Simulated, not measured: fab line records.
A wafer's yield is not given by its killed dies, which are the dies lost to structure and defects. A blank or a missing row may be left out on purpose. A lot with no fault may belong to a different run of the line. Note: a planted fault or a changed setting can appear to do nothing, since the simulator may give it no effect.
Matching of chambers / flow n5_finfet / 4 sister chambers for N5_BEOL_M9_DESCUM_33 on rie_diel-02
The step chemistry O2, time 7 s. 14 wafers are shown with their chamber, then 7 later ones without.

## EACH WAFER AND ITS CHAMBER
wafer=L076.1; chamber=0; showerhead_plenum_p_Torr (Torr)=2.06; drypump_motor_current_A (A)=6.0; throttle_valve_pct (%)=20.86
wafer=L076.3; chamber=2; showerhead_plenum_p_Torr (Torr)=2.10; drypump_motor_current_A (A)=5.6; throttle_valve_pct (%)=20.27
wafer=L076.5; chamber=2; showerhead_plenum_p_Torr (Torr)=2.10; drypump_motor_current_A (A)=5.6; throttle_valve_pct (%)=20.29
wafer=L087.3; chamber=1; showerhead_plenum_p_Torr (Torr)=2.21; drypump_motor_current_A (A)=5.9; throttle_valve_pct (%)=20.06
wafer=L087.5; chamber=3; showerhead_plenum_p_Torr (Torr)=2.07; drypump_motor_current_A (A)=4.8; throttle_valve_pct (%)=20.72
wafer=L087.6; chamber=2; showerhead_plenum_p_Torr (Torr)=2.10; drypump_motor_current_A (A)=5.6; throttle_valve_pct (%)=20.31
wafer=L086.1; chamber=3; showerhead_plenum_p_Torr (Torr)=2.07; drypump_motor_current_A (A)=4.7; throttle_valve_pct (%)=20.72
wafer=L086.3; chamber=2; showerhead_plenum_p_Torr (Torr)=2.09; drypump_motor_current_A (A)=5.6; throttle_valve_pct (%)=20.31
wafer=L086.4; chamber=3; showerhead_plenum_p_Torr (Torr)=2.07; drypump_motor_current_A (A)=4.7; throttle_valve_pct (%)=20.73
wafer=L088.1; chamber=1; showerhead_plenum_p_Torr (Torr)=2.21; drypump_motor_current_A (A)=5.9; throttle_valve_pct (%)=20.04
wafer=L088.2; chamber=2; showerhead_plenum_p_Torr (Torr)=2.09; drypump_motor_current_A (A)=5.6; throttle_valve_pct (%)=20.33
wafer=L088.3; chamber=3; showerhead_plenum_p_Torr (Torr)=2.07; drypump_motor_current_A (A)=4.7; throttle_valve_pct (%)=20.73
wafer=L089.1; chamber=3; showerhead_plenum_p_Torr (Torr)=2.07; drypump_motor_current_A (A)=4.8; throttle_valve_pct (%)=20.74
wafer=L089.4; chamber=1; showerhead_plenum_p_Torr (Torr)=2.21; drypump_motor_current_A (A)=5.9; throttle_valve_pct (%)=20.05

SIGNATURES, as means of the wafers listed above
reading=showerhead_plenum_p_Torr; chamber 0=2.0600; chamber 1=2.2100; chamber 2=2.0960; chamber 3=2.0700; scatter within a chamber=0.00346
reading=drypump_motor_current_A; chamber 0=6.000; chamber 1=5.900; chamber 2=5.600; chamber 3=4.740; scatter within a chamber=0.0346
reading=throttle_valve_pct; chamber 0=20.8600; chamber 1=20.0500; chamber 2=20.3020; chamber 3=20.7280; scatter within a chamber=0.016
Rule: for a wafer and a chamber, the distance is found by dividing, reading by reading, the gap between the wafer's reading and the chamber's mean by the reading's scatter, squaring, summing and taking the root. If the next closest chamber is less than 2 further off than the closest, the wafer can't be placed; otherwise it belongs to the closest. The scatter: take each reading less its chamber's mean, square it, sum over the shown wafers, divide by the number of wafers less the number of chambers, and take the root.

## WAFERS WITH NO CHAMBER GIVEN
wafer=L089.6; showerhead_plenum_p_Torr (Torr)=2.09; drypump_motor_current_A (A)=5.6; throttle_valve_pct (%)=20.31
wafer=L094.1; showerhead_plenum_p_Torr (Torr)=2.07; drypump_motor_current_A (A)=4.8; throttle_valve_pct (%)=20.76
wafer=L094.5; showerhead_plenum_p_Torr (Torr)=2.07; drypump_motor_current_A (A)=4.7; throttle_valve_pct (%)=20.75
wafer=L094.6; showerhead_plenum_p_Torr (Torr)=2.05; drypump_motor_current_A (A)=6.0; throttle_valve_pct (%)=20.52
wafer=L097.2; showerhead_plenum_p_Torr (Torr)=2.09; drypump_motor_current_A (A)=5.6; throttle_valve_pct (%)=20.33
wafer=L097.4; showerhead_plenum_p_Torr (Torr)=2.20; drypump_motor_current_A (A)=5.9; throttle_valve_pct (%)=20.08
wafer=L097.6; showerhead_plenum_p_Torr (Torr)=2.09; drypump_motor_current_A (A)=5.6; throttle_valve_pct (%)=20.35

## WHICH CHAMBER EACH ONE RAN IN
wafer=L089.6; from the rows above=2; in truth=2
wafer=L094.1; from the rows above=3; in truth=3
wafer=L094.5; from the rows above=3; in truth=3
wafer=L094.6; from the rows above=can't be placed: 0 or 2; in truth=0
wafer=L097.2; from the rows above=2; in truth=2
wafer=L097.4; from the rows above=1; in truth=1
wafer=L097.6; from the rows above=2; in truth=2
Correct placement for 6 of the 7. These rows do not allow placing 1 (true chamber among the candidates in 1). Placed wrongly: 0.
